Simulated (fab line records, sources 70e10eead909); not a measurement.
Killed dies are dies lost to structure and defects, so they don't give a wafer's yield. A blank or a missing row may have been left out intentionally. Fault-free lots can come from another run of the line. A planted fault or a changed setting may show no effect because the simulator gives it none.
Matching of chambers    flow nand harc    cmp-01 running NHARC_A_SGD_CUT_CMP_21: 4 sister chambers
The step polishes, target thk 148.19 nm. 4 wafers are shown with their chamber, then 12 later ones without.

== EACH WAFER AND ITS CHAMBER ==
wafer   chamber  motor current A (A)
L087.5  3        13.8
L092.1  1        10.2
L092.3  2        10.0
L092.4  0        11.5

== WAFERS WHOSE CHAMBER IS MISSING ==
wafer   motor current A (A)
L091.1  11.0
L091.3  10.1
L091.6  10.4
L095.1  13.8
L095.3  10.0
L095.4  10.6
L097.2  11.1
L097.4  11.9
L097.5  10.5
L096.2  13.1
L096.5  13.3
L096.6  11.5

== THE CHAMBER EACH PASSED THROUGH ==
wafer   from the rows above           in truth
L091.1  can't be placed: 0 or 1 or 2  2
L091.3  can't be placed: 1 or 2       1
L091.6  can't be placed: 1 or 2       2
L095.1  3                             3
L095.3  can't be placed: 2 or 1       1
L095.4  can't be placed: 1 or 2 or 0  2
L097.2  can't be placed: 0 or 1 or 2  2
L097.4  0                             0
L097.5  can't be placed: 1 or 2 or 0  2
L096.2  3                             3
L096.5  3                             3
L096.6  0                             0
5 of 12 placed correctly. Unplaceable from these rows: 7, with the true chamber sitting among the candidates in 7. Number placed wrongly: 0.
How it was worked out, from the rows above alone: a wafer's distance from a chamber is the root of the sum, over the readings, of the square of ((its reading less the chamber's mean) divided by the reading's scatter). The wafer belongs to the nearest chamber; if the next one is less than 2 further off, it can't be placed. Each chamber's mean is taken over the wafers shown for it. The scatter (one wafer shown for each chamber): square how far every hidden wafer sits from the nearest shown wafer, average those squares and take the square root.
